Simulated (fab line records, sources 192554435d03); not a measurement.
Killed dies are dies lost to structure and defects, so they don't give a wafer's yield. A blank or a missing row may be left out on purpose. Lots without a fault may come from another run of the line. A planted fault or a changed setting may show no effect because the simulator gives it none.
Problem report in the 8D (eight disciplines) form, filled by code | flow n5_finfet | the parts of the form that need people (team, actions taken, sign-off) are left out

1. THE PROBLEM
plate_temp_C at N5_GATE_CUT_COAT_27 reads a mean of 202.52 C on 6 wafers of 2 lots; wafers without a fault read 205.02 C with a standard deviation of 0.16. That is -16 standard deviations from the usual mean.
The step: time 60 s, resist thk 10 nm.
First seen on wafer L130.1, day 5 18:08, on litho_track-02. The record holds 29 wafers of 11 lots with a number at this step. Rule for "out", or "out of limits": more than 4 standard deviations from the usual mean. The other wafers with a number count as sound.

2. WHAT IT IS AND WHAT IT IS NOT
question                    | is                     | is not
which readings at this step | plate_temp_C           | exhaust_pa
which lots                  | L130, L131             | L126, L127, L128, L140, L143, L144, L146, L147, L148
which wafers of those lots  | all that have a number | -
read on which tools         | litho_track-02         | litho_track-01, litho_track-05
when                        | from day 5 18:08       | up to then (9 sound wafers); but 14 sound wafers of L140, L143, L144, L146, L147, L148 came after

3. SUSPECTS, AND WHAT RULES EACH OUT
Counting: a tool at a process step up to the reading stays a suspect if it ran every lot that is out and no sound lot after the first of them.
- cvd_w-02 at N5_HKMG_FIN_W_FILL_22 (material W, target thk 60 nm, time 18.2 s): ruled out as a lasting fault. Sound lots L140, L143, L144, L148 ran on it after its first lot that is out, L130 (day 5 13:54).
- litho_track-02 at N5_GATE_CUT_COAT_27 (time 60 s, resist thk 10 nm): ruled out as a lasting fault. Sound lots L144, L146, L147 ran on it after its first lot that is out, L130 (day 5 18:08).
Left after counting: nothing in the record.

4. THE CAUSE (what the simulator had put in)
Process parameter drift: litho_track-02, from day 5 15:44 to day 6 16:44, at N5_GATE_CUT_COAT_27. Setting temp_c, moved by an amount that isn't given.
Counting ruled it out, wrongly.

5. THE CHAIN OF EFFECTS, in route order
Each row: a reading whose mean over the struck wafers that have a number lies more than 3 standard deviations from the usual. Only readings for which the record gives a usual standard deviation are gone through. hours: the time from each lot's start at the first step in this table that gives one to its start at this step, as a median over the lots. sigmas: the change in usual standard deviations.
hours | step                | reading              | usual    | on struck wafers | change | sigmas
0     | N5_GATE_CUT_COAT_27 | heater_power_total_W | 391.6 W  | 384.7            | -6.9   | -5.3
0     | N5_GATE_CUT_COAT_27 | plate_temp_C         | 205.02 C | 202.52           | -2.50  | -16
The process steps in it:
- N5_GATE_CUT_COAT_27: time 60 s, resist thk 10 nm.
Later measuring or inspecting steps at which every struck wafer that the step has a row for has a number for every such reading, and none has moved that far: N5_BEOL_M4_RC_MEAS_101.

6. WHAT WOULD HAVE CAUGHT IT SOONER
In this record the first reading out of limits was taken at day 5 18:08, 2 hours after the fault began at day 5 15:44.
